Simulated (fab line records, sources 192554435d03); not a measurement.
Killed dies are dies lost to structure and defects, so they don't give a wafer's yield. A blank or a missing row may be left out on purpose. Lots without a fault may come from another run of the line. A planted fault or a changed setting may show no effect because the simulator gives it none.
fab line records | flow n5_finfet
record lots=12 wafers=36 last_day=18
route steps=1938 shown BEOL_M8@1380
lots that met no fault: from a run of the same line without faults
start_h: hours from the record's first day to the start of the lot's first wafer shown | wait_h: hours since the lot's step before | " the same as in the row above | L1.1+2: a row that stands for several wafers | - no value, or no start given | * or withheld: withheld | < > ~ a bound
route shown NAME@n: a module of which the file shows steps, and the number in the route of the first | usual: mean/standard deviation of fault-free wafers | same: alike in all rows | chamber/n: place in a boat | sites: the reading at each site | _std_site: their standard deviation | _edge_site: outer sites' mean less inner sites' | radius_mm: how far each site lies from the wafer's centre | mask NAME#n: copy n | behind: the tool/chamber that last shaped the wafer | hold: why the lot was held/for how many hours/how that ended | device: the transistor (n, p or np) that didn't switch | end of line: the same wafers' tests at the end of the route | a step without rows: its recipe alone | killed: dies lost to structure and defects at the first sort, not the wafer's yield | map: a wafer's dies, x killed, . not, _ none there
set.NAME: the setting as run; set.NAME@STEP: as run at that earlier step | model.NAME: the simulator's own value behind a step, which no gauge read
steps of the route over a sample of lots; a table a step, a row a wafer
services: from which hour (start_h, from the record's first day; less than 0 if before it) a tool's chamber was out of use, for how many hours, and why
## steps
# step N5_BEOL_M8_OCD_MEAS_38
# usual trench_depth_nm=93.0/1.3
# columns lot.wafer tool chamber start_h wait_h trench_depth_nm
L336.3 ocd-01 - 206.19 - 93.9
L336.4 " - " " 91.6
L336.6 " - " " 93.1
L337.1 ocd-02 - 214.17 - 92.1
L337.3 " - " " 92.0
L337.5 " - " " 93.9
L338.3 ocd-01 - 224.54 - 92.2
L338.5 " - " " 92.6
L338.6 " - " " 94.5
L339.1 ocd-02 - 227.10 - 95.2
L339.2 " - " " 91.7
L339.6 " - " " 94.8
L340.3 ocd-01 - 229.95 - 91.0
L340.5 " - " " 91.9
L340.6 " - " " 90.2
L343.1 ocd-02 - 251.28 - 92.0
L343.3 " - " " 92.1
L343.6 " - " " 93.6
L345.3 ocd-02 - 261.86 - 91.7
L345.4 " - " " 92.1
L345.6 " - " " 92.1
L352.2 ocd-02 - 313.64 - 91.9
L352.4 " - " " 90.9
L352.6 " - " " 92.7
L353.2 ocd-01 - 316.84 - 94.0
L353.4 " - " " 93.0
L353.5 " - " " 92.9
L358.2 ocd-01 - 355.11 - 91.7
L358.4 " - " " 92.8
L358.6 " - " " 94.3
L354.1 ocd-02 - 358.87 - 93.9
L354.2 " - " " 91.5
L354.5 " - " " 92.2
L359.2 ocd-01 - 365.30 - 93.0
L359.3 " - " " 93.8
L359.5 " - " " 93.2
# step N5_BEOL_M8_CD_MEAS_35
# recipe target_cd_nm=40 polarity=opening
# usual cd_nm=40.0/0.64
# columns lot.wafer tool chamber start_h wait_h cd_nm
L336.3 cd_sem-01 - 206.35 0.0 39.7
L336.4 " - " " 39.2
L336.6 " - " " 40.2
L337.1 cd_sem-01 - 214.32 0.0 40.3
L337.3 " - " " 39.7
L337.5 " - " " 39.9
L338.3 cd_sem-01 - 224.70 0.0 39.8
L338.5 " - " " 39.3
L338.6 " - " " 40.8
L339.1 cd_sem-03 - 227.26 0.0 39.9
L339.2 " - " " 39.8
L339.6 " - " " 40.0
L340.3 cd_sem-03 - 230.11 0.0 40.6
L340.5 " - " " 40.1
L340.6 " - " " 40.0
L343.1 cd_sem-02 - 251.44 0.0 38.8
L343.3 " - " " 39.7
L343.6 " - " " 38.8
L345.3 cd_sem-03 - 262.02 0.0 40.0
L345.4 " - " " 38.9
L345.6 " - " " 39.8
L352.2 cd_sem-01 - 313.79 0.0 38.1
L352.4 " - " " 40.1
L352.6 " - " " 39.4
L353.2 cd_sem-02 - 316.99 0.0 39.4
L353.4 " - " " 40.3
L353.5 " - " " 39.9
L358.2 cd_sem-03 - 355.27 0.0 39.9
L358.4 " - " " 40.3
L358.6 " - " " 39.9
L354.1 cd_sem-02 - 359.12 0.0 40.1
L354.2 " - " " 39.8
L354.5 " - " " 40.2
L359.2 cd_sem-02 - 365.45 0.0 39.8
L359.3 " - " " 39.9
L359.5 " - " " 40.2
# step N5_BEOL_M8_PRE_CLEAN_45
# recipe gas=H2/He time_s=30 temp_c=250
# usual heater_power_w=331/35
# columns lot.wafer tool chamber start_h wait_h heater_power_w
L336.3 pvd_sputter-03 - 206.79 0.0 407
L336.4 " - " " 307
L336.6 " - " " 350
L337.1 pvd_sputter-02 - 214.79 0.0 338
L337.3 " - " " 289
L337.5 " - " " 337
L338.3 pvd_sputter-03 - 227.30 0.0 406
L338.5 " - " " 409
L338.6 " - " " 348
L339.1 pvd_sputter-03 - 228.18 0.0 304
L339.2 " - " " 408
L339.6 " - " " 408
L340.3 pvd_sputter-02 - 230.87 0.0 284
L340.5 " - " " 343
L340.6 " - " " 310
L343.1 pvd_sputter-02 - 251.88 0.0 332
L343.3 " - " " 283
L343.6 " - " " 340
L345.3 pvd_sputter-01 - 262.76 0.0 354
L345.4 " - " " 341
L345.6 " - " " 314
L352.2 pvd_sputter-01 - 314.76 0.0 309
L352.4 " - " " 333
L352.6 " - " " 319
L353.2 pvd_sputter-02 - 318.18 0.0 283
L353.4 " - " " 323
L353.5 " - " " 317
L358.2 pvd_sputter-02 - 355.74 0.0 350
L358.4 " - " " 285
L358.6 " - " " 333
L354.1 pvd_sputter-02 - 359.90 0.0 338
L354.2 " - " " 287
L354.5 " - " " 308
L359.2 pvd_sputter-03 - 365.93 0.0 295
L359.3 " - " " 417
L359.5 " - " " 365
# step N5_BEOL_M8_PRE_CLEAN_55
# recipe gas=NH3 time_s=15 temp_c=withheld rf_power_w=300
# usual rf_fwd_power_W=295.0/1.5
# columns lot.wafer tool chamber start_h wait_h rf_fwd_power_W since_wet_clean_h
L336.3 pecvd-03 0 208.68 0.0 296.4 -
L336.4 " 1 " " 296.9 -
L336.6 " 0 " " 296.8 -
L337.1 pecvd-03 1 217.84 0.0 294.3 1465
L337.3 " 1 " " 295.5 -
L337.5 " 1 " " 295.6 -
L338.3 pecvd-03 1 229.08 0.0 297.1 -
L338.5 " 0 " " 295.2 -
L338.6 " 1 " " 297.4 -
L339.1 pecvd-01 1 229.96 0.0 297.3 1840
L339.2 " 2 " " 292.1 361
L339.6 " 2 " " 291.5 -
L340.3 pecvd-03 0 232.88 0.0 295.1 756
L340.5 " 1 " " 295.2 -
L340.6 " 0 " " 295.9 -
L343.1 pecvd-03 1 255.14 0.0 295.1 1503
L343.3 " 2 " " 296.4 24
L343.6 " 2 " " 294.5 -
L345.3 pecvd-03 1 266.28 0.0 297.3 -
L345.4 " 2 " " 295.5 -
L345.6 " 1 " " 297.1 -
L352.2 pecvd-03 1 317.78 0.0 318.3 1565
L352.4 " 2 " " 317.1 -
L352.6 " 1 " " 317.0 -
L353.2 pecvd-01 1 321.42 0.0 296.4 1932
L353.4 " 1 " " 298.2 -
L353.5 " 1 " " 296.1 -
L358.2 pecvd-01 0 359.22 0.0 292.1 1244
L358.4 " 0 " " 296.0 -
L358.6 " 1 " " 297.4 -
L354.1 pecvd-03 1 362.19 0.0 317.2 1610
L354.2 " 0 " " 315.6 885
L354.5 " 1 " " 316.2 -
L359.2 pecvd-04 1 367.45 0.0 294.5 1796
L359.3 " 0 " " 295.1 1071
L359.5 " 2 " " 296.7 -
## services
# columns tool chamber start_h hours kind
pecvd-01 2 187.71 5.5 scheduled_down
pecvd-03 2 202.38 - clean
pecvd-03 2 202.38 - consumable_replace:showerhead
pecvd-03 2 202.38 29.0 scheduled_down
pecvd-03 2 202.38 29.0 vent_cycle
pecvd-04 2 233.81 14.8 repair
pecvd-04 - 237.05 0.8 repair
pecvd-03 - 255.45 3.2 repair
pecvd-03 0 264.70 12.5 repair
pecvd-04 - 264.72 2.1 repair
pvd_sputter-01 - 272.12 7.8 repair
pecvd-03 0 286.79 6.2 repair
pecvd-03 1 289.53 4.4 repair
pecvd-01 0 318.38 5.5 scheduled_down
pvd_sputter-01 - 353.12 1.8 repair
## key
first_sign step=N5_BEOL_M8_PRE_CLEAN_55 reading=rf_fwd_power_W direction=up sigmas=15 usual=* struck=*
effect none on later readings
met_at N5_BEOL_M8_PRE_CLEAN_55
struck_lots L352,L354
not_acting_at N5_BEOL_M8_OCD_MEAS_38,N5_BEOL_M8_CD_MEAS_35,N5_BEOL_M8_PRE_CLEAN_45
onset_between 266.28 317.78
fault kind=process_parameter_drift tool=pecvd-03 chamber=- onset_h=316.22 steps=N5_BEOL_M8_PRE_CLEAN_55 channel=rf_power_w offset=* shape=step end_h=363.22 acts_in=* stated=*
